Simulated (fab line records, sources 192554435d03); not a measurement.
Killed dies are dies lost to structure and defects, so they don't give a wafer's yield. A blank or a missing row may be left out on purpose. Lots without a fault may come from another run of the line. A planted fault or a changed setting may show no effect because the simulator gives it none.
Which tool did it? | flow n5_finfet | 12 lots, 36 wafers sampled, at 1 step of a route of 1938

WHAT THE GAUGES READ, wafer by wafer
N5_WELL_APT_CD_MEAS_08: target cd 200 nm.
lot  | measured    | on        | cd_nm (nm)
L075 | day 1 19:49 | cd_sem-02 | 199.7 198.9 197.9
L077 | day 2 07:34 | cd_sem-02 | 196.5 197.9 197.8
L079 | day 2 19:41 | cd_sem-01 | 201.5 196.5 197.8
L081 | day 3 07:49 | cd_sem-02 | 196.4 199.8 196.4
L083 | day 3 20:01 | cd_sem-02 | 200.4 202.5 199.5
L085 | day 4 07:41 | cd_sem-02 | 198.7 197.9 199.6
L087 | day 4 19:41 | cd_sem-01 | 203.0 202.0 197.9
L089 | day 5 07:46 | cd_sem-02 | 199.1 197.6 197.3
L091 | day 5 19:43 | cd_sem-02 | 200.7 202.1 200.5
L093 | day 6 07:58 | cd_sem-01 | 199.6 197.0 199.5
L095 | day 6 19:43 | cd_sem-01 | 200.1 200.0 200.6
L097 | day 7 07:49 | cd_sem-02 | 199.9 202.0 200.5

WHICH TOOL RAN EACH LOT (tool, then ch and the chambers of the sampled wafers, then the start)
The record holds no process step before these readings.

THE ANSWER, worked out from the rows above alone
Rule: what is usual is taken from the lots themselves. Put in order of their means at a reading, lots are off if they are a third of the lots or fewer, leave a main group of 4 or more, and stand apart from it by a gap of 3 or more times the standard deviation of the main group's means; of several such gaps the widest counts. A main group whose means are all the same, to the digits that the tables above print for the reading, isn't used. A lot without any number at a reading at which 4 lots or more have one is off too. The other lots that the step has rows for count as sound.
No lot is off at any reading shown: from this, nothing can be told.

WHAT THE SIMULATOR HAD PUT IN
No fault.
